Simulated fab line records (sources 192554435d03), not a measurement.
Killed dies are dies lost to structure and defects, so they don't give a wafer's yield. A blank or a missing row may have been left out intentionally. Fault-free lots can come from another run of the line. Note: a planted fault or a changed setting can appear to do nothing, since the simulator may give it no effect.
Chamber matching -- flow n5Finfet -- rieSi-05 running N5_FIN_SAQP_MANDREL2_REMOVE_60: 4 sister chambers
The step chemistry HBr/Cl2/O2, target a-Si, stops on SiNx, bt time 10 s. 4 wafers are shown with their chamber, then 12 later ones without.

WAFERS, EACH WITH ITS CHAMBER
wafer,chamber,drypumpMotorCurrentA (A)
L092.2,2,6.6
L093.1,1,5.2
L093.4,3,6.1
L093.6,0,5.1

WAFERS WHOSE CHAMBER IS MISSING
wafer,drypumpMotorCurrentA (A)
L094.1,6.5
L094.2,5.1
L094.5,6.5
L095.1,6.5
L095.2,5.1
L095.3,5.2
L095.4,6.1
L095.5,5.2
L095.6,6.5
L097.2,6.1
L097.3,5.3
L097.6,5.1

THE CHAMBER EACH PASSED THROUGH
wafer,from the rows above,in truth
L094.1,2,2
L094.2,can't be placed: 0 or 1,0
L094.5,2,2
L095.1,2,2
L095.2,can't be placed: 0 or 1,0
L095.3,can't be placed: 1 or 0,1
L095.4,3,3
L095.5,can't be placed: 1 or 0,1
L095.6,2,2
L097.2,3,3
L097.3,can't be placed: 1 or 0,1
L097.6,can't be placed: 0 or 1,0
6 of 12 placed correctly. Unplaceable from these rows: 6, with the true chamber sitting among the candidates in 6. Wrongly placed: 0.
How it was worked out, from the rows above alone: a wafer's distance from a chamber is the root of the sum, over the readings, of the square of ((its reading less the chamber's mean) divided by the reading's scatter). If the next closest chamber is less than 2 further off than the closest, the wafer can't be placed; otherwise it belongs to the closest. A chamber's mean is the mean of its shown wafers. The scatter: root of mean squared gap, hidden wafer to nearest shown wafer, with one shown wafer a chamber.
